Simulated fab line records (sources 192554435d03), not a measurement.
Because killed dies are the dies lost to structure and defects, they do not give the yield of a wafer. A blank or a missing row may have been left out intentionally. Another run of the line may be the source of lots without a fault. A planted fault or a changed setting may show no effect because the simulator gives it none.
Matching of chambers -- flow n5_finfet -- 3 sister chambers for N5_BEOL_M1_PECVD_72 on pecvd-04
The step deposits SiO2 from TEOS/O2, target thk 16 nm, time 18 s. 3 wafers are shown with their chamber, then 10 later ones without.

## WAFERS PAIRED WITH THEIR CHAMBERS
wafer,chamber,throttle_valve_pct (%)
L086.4,1,23.0
L092.4,2,21.4
L092.5,0,23.1

## WAFERS WITHOUT THEIR CHAMBER
wafer,throttle_valve_pct (%)
L092.6,23.0
L094.1,21.7
L094.2,22.9
L094.3,23.3
L094.4,23.5
L094.5,23.0
L094.6,21.5
L097.1,23.6
L097.3,21.8
L097.5,21.7

## CHAMBER TAKEN BY EACH
wafer,from the rows above,in truth
L092.6,can't be placed: 1 or 0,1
L094.1,2,2
L094.2,can't be placed: 1 or 0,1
L094.3,can't be placed: 0 or 1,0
L094.4,can't be placed: 0 or 1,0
L094.5,can't be placed: 1 or 0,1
L094.6,2,2
L097.1,can't be placed: 0 or 1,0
L097.3,2,2
L097.5,2,2
Correctly placed: 4 of 10. Cannot be placed on the basis of these rows: 6; the candidates contain the true chamber in 6. 0 placed wrongly.
How it was worked out, from the rows above alone: a wafer's distance from a chamber is the root of the sum, over the readings, of the square of ((its reading less the chamber's mean) divided by the reading's scatter). The wafer belongs to the nearest chamber; if the next one is less than 2 further off, it can't be placed. The mean given for a chamber averages the wafers shown for that chamber. The scatter: root of mean squared gap, hidden wafer to nearest shown wafer, with one shown wafer a chamber.
